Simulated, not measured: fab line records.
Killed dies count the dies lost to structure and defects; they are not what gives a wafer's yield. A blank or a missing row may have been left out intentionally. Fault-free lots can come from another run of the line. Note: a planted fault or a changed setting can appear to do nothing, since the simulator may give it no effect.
The tool behind it: which one? | flow n5_finfet | 36 wafers from 12 lots sampled at 4 of the route's 1938 steps

WHAT EACH GAUGE READ, for each wafer
N5_BEOL_M4_INSPECT_13: inspects for defects (brightfield).
lot  | measured     | on                | raw_defect_count
L075 | day 7 19:48  | defect_inspect-01 | 495 639 702
L077 | day 8 04:55  | defect_inspect-01 | 473 323 449
L079 | day 9 03:34  | defect_inspect-02 | 364 269 338
L081 | day 9 18:19  | defect_inspect-01 | 434 529 374
L083 | day 9 23:25  | defect_inspect-02 | 304 309 312
L085 | day 10 08:50 | defect_inspect-01 | 314 445 344
L086 | day 10 15:05 | defect_inspect-02 | 334 411 254
L089 | day 11 20:34 | defect_inspect-02 | 417 473 311
L091 | day 12 07:53 | defect_inspect-01 | 404 324 428
L092 | day 12 15:24 | defect_inspect-01 | 520 558 501
L094 | day 13 04:26 | defect_inspect-01 | 544 416 456
L096 | day 13 07:17 | defect_inspect-01 | 365 483 399

WHAT TOOL EACH LOT RAN ON (gives the tool, then ch and the chambers of the sampled wafers, and finally the start)
lot  | N5_BEOL_M3_ANNEAL_80         | N5_BEOL_M3_SPUTTER_86        | N5_BEOL_M3_CMP_52
L075 | pvd_sputter-03, day 7 15:20  | pvd_sputter-03, day 7 15:42  | cmp-02 ch 2,3, day 7 17:18
L077 | pvd_sputter-03, day 8 00:51  | pvd_sputter-03, day 8 01:13  | cmp-02 ch 0,1,2, day 8 02:53
L079 | pvd_sputter-02, day 8 23:37  | pvd_sputter-02, day 8 23:58  | cmp-03 ch 0,2,3, day 9 02:04
L081 | pvd_sputter-02, day 9 14:47  | pvd_sputter-02, day 9 15:09  | cmp-02 ch 0,1,2, day 9 16:44
L083 | pvd_sputter-03, day 9 19:55  | pvd_sputter-03, day 9 20:17  | cmp-04 ch 0,3, day 9 22:01
L085 | pvd_sputter-02, day 10 05:28 | pvd_sputter-02, day 10 05:50 | cmp-03 ch 0,3, day 10 07:28
L086 | pvd_sputter-01, day 10 11:17 | pvd_sputter-01, day 10 11:39 | cmp-04 ch 0,3, day 10 13:17
L089 | pvd_sputter-02, day 11 16:07 | pvd_sputter-02, day 11 16:29 | cmp-04 ch 0,1,3, day 11 18:05
L091 | pvd_sputter-02, day 12 04:02 | pvd_sputter-02, day 12 04:24 | cmp-04 ch 0,1,2, day 12 06:03
L092 | pvd_sputter-02, day 12 11:20 | pvd_sputter-02, day 12 11:42 | cmp-04 ch 0,1,2, day 12 13:22
L094 | pvd_sputter-01, day 12 22:58 | pvd_sputter-01, day 12 23:19 | cmp-03 ch 0,2,3, day 13 01:01
L096 | pvd_sputter-03, day 13 01:59 | pvd_sputter-03, day 13 02:20 | cmp-03 ch 1,2,3, day 13 03:58
- N5_BEOL_M3_ANNEAL_80: time 240 s.
- N5_BEOL_M3_SPUTTER_86: material Cu, target thk 4.5 nm, time 8.29 s.
- N5_BEOL_M3_CMP_52: polishes, stops on SiOC, t overpolish 6.8 s, target thk 40 nm.

THE ANSWER, worked out from the rows above alone
Rule: the usual values come from the lots themselves. The widest of any qualifying gaps counts: lots, ordered by their means at a reading, are off when they make up no more than a third of the lots, leave a main group of 4 or more, and stand apart from it by 3 or more times the standard deviation of that group's means. If all means in a main group match to the digits the tables above print for the reading, that group is not used. Also off: a lot with no number at a reading for which 4 or more lots have one. Any other lot the step has rows for is counted as sound.
None of the lots is off at any reading shown; this tells nothing.

WHAT THE SIMULATOR PUT IN
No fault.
